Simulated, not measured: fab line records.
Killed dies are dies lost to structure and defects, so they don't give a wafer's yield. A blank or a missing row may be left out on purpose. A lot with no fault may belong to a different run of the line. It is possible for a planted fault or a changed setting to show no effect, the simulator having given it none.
Which tool is to blame?    flow n5 finfet    36 wafers sampled from 12 lots at 1 step of a route of 1938

## WHAT THE GAUGES READ, wafer by wafer
N5_BEOL_M3_THK_MEAS_01.
lot   measured      on             M3_ILD_THK (nm)
L075  day 7 13:23   film metro-02  78.9 79.7 80.0
L076  day 8 00:11   film metro-01  80.4 79.8 80.5
L079  day 8 06:15   film metro-01  78.1 79.7 78.9
L080  day 8 17:51   film metro-02  77.8 79.5 79.3
L083  day 9 04:45   film metro-02  79.4 78.0 79.6
L085  day 9 23:01   film metro-02  78.0 79.3 77.6
L088  day 10 05:32  film metro-02  79.4 79.9 79.6
L089  day 10 17:05  film metro-02  78.3 78.5 80.3
L091  day 11 06:28  film metro-01  78.0 79.5 79.3
L093  day 11 20:40  film metro-02  79.5 80.6 80.5
L095  day 12 00:31  film metro-02  78.2 78.8 80.5
L097  day 12 15:29  film metro-02  78.8 78.6 80.2

## TOOL THAT RAN EACH LOT (tool first, then ch and the chambers of the sampled wafers, then the start)
Record: no process step prior to these readings.

## THE ANSWER, worked out from the rows above alone
Rule: the usual values come from the lots themselves. Put in order of their means at a reading, lots are off if they are a third of the lots or fewer, leave a main group of 4 or more, and stand apart from it by a gap of 3 or more times the standard deviation of the main group's means; of several such gaps the widest counts. Not used: any main group whose means are identical at the precision the tables above print for the reading. A lot without any number at a reading at which 4 lots or more have one is off too. The other lots that the step has rows for count as sound.
No lot is off on any of the readings shown, so nothing can be concluded from this.

## WHAT THE SIMULATOR HAD PUT IN
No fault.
